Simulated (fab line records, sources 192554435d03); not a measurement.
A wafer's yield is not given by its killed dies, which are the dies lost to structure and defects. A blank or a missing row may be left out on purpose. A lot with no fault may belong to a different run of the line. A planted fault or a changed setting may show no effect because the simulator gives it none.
Matching of chambers ; flow n5-finfet ; N5_BEOL_M11_VIA_ETCH_34 on rie-diel-04: 4 sister chambers
The step etches SiCOH lowk in C4F6/O2, target depth 184.5 nm, time 69.2 s. 20 wafers are shown with their chamber, then 10 later ones without.

## WAFERS PAIRED WITH THEIR CHAMBERS
wafer;chamber;throttle-valve-pct (%);drypump-motor-current-A (A);showerhead-plenum-p-Torr (Torr)
L075.2;3;21.26;5.3;2.93
L075.3;0;20.40;6.1;2.86
L075.5;0;20.41;6.1;2.86
L077.1;1;21.09;6.3;2.98
L077.2;3;21.26;5.3;2.93
L077.5;1;21.07;6.3;2.98
L081.2;3;21.26;5.3;2.93
L081.5;3;21.26;5.3;2.93
L081.6;0;20.42;6.1;2.86
L082.1;2;20.83;6.4;2.90
L082.5;0;20.42;6.1;2.86
L082.6;3;21.25;5.3;2.93
L083.1;3;21.28;5.4;2.92
L083.3;1;21.08;6.3;2.98
L083.4;2;20.83;6.4;2.90
L090.2;3;21.28;5.3;2.92
L090.4;2;20.86;6.4;2.90
L090.6;2;20.84;6.5;2.90
L087.1;1;21.10;6.3;2.97
L087.4;0;20.45;6.1;2.85

SIGNATURES (means of the wafers above)
reading;chamber 0;chamber 1;chamber 2;chamber 3;scatter within a chamber
throttle-valve-pct;20.4200;21.0850;20.8400;21.2643;0.0143
drypump-motor-current-A;6.100;6.300;6.425;5.314;0.0317
showerhead-plenum-p-Torr;2.8580;2.9775;2.9000;2.9271;0.00431
Rule: for a wafer and a chamber, the distance is found by dividing, reading by reading, the gap between the wafer's reading and the chamber's mean by the reading's scatter, squaring, summing and taking the root. If the next closest chamber is less than 2 further off than the closest, the wafer can't be placed; otherwise it belongs to the closest. How the scatter is found: for the shown wafers, subtract from each reading the mean of its chamber, square and add these, divide the total by (wafers less chambers), then take the root.

## WAFERS WHOSE CHAMBER IS MISSING
wafer;throttle-valve-pct (%);drypump-motor-current-A (A);showerhead-plenum-p-Torr (Torr)
L087.5;20.44;6.1;2.85
L089.1;20.43;6.1;2.85
L089.3;21.10;6.3;2.97
L089.5;20.44;6.1;2.85
L092.4;21.11;6.4;2.97
L092.5;21.29;5.3;2.92
L092.6;20.47;6.1;2.85
L094.2;21.11;6.3;2.97
L094.4;21.30;5.3;2.92
L094.6;21.10;6.3;2.97

## WHICH CHAMBER EACH ONE RAN IN
wafer;from the rows above;in truth
L087.5;0;0
L089.1;0;0
L089.3;1;1
L089.5;0;0
L092.4;1;1
L092.5;3;3
L092.6;0;0
L094.2;1;1
L094.4;3;3
L094.6;1;1
Correct placement for 10 of the 10. Number that these rows cannot place: 0. Number placed wrongly: 0.
